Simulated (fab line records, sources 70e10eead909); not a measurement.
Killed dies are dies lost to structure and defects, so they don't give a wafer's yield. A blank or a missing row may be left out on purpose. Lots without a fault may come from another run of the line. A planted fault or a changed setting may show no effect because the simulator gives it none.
Chamber matching | flow nand_harc | NHARC_P_STI_ETCH_15 on rie_si-04: 3 sister chambers
The step etches the open film in HBr/Cl2, target depth 300 nm, time 100.1 s. 3 wafers are shown with their chamber, then 5 later ones without.

WAFERS WITH THEIR CHAMBER
wafer  | chamber | drypump_motor_current_A (A)
L456.6 | 1       | 6.0
L464.1 | 0       | 5.8
L464.2 | 2       | 6.2

WAFERS WITHOUT THEIR CHAMBER
wafer  | drypump_motor_current_A (A)
L464.4 | 6.1
L465.1 | 6.2
L469.1 | 5.8
L469.2 | 6.2
L469.3 | 6.1

WHICH CHAMBER EACH WENT THROUGH
wafer  | from the rows above     | in truth
L464.4 | can't be placed: 1 or 2 | 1
L465.1 | 2                       | 2
L469.1 | 0                       | 0
L469.2 | 2                       | 2
L469.3 | can't be placed: 1 or 2 | 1
Placed correctly: 3 of 5. Can't be placed from these rows: 2 (the true chamber is among the candidates in 2). Placed wrongly: 0.
How it was worked out, from the rows above alone: a wafer's distance from a chamber is the root of the sum, over the readings, of the square of ((its reading less the chamber's mean) divided by the reading's scatter). The wafer belongs to the nearest chamber; if the next one is less than 2 further off, it can't be placed. A chamber's mean is the mean of its shown wafers. The scatter: with one shown wafer a chamber, the root of the mean of the squares of how far each hidden wafer lies from its nearest shown one.
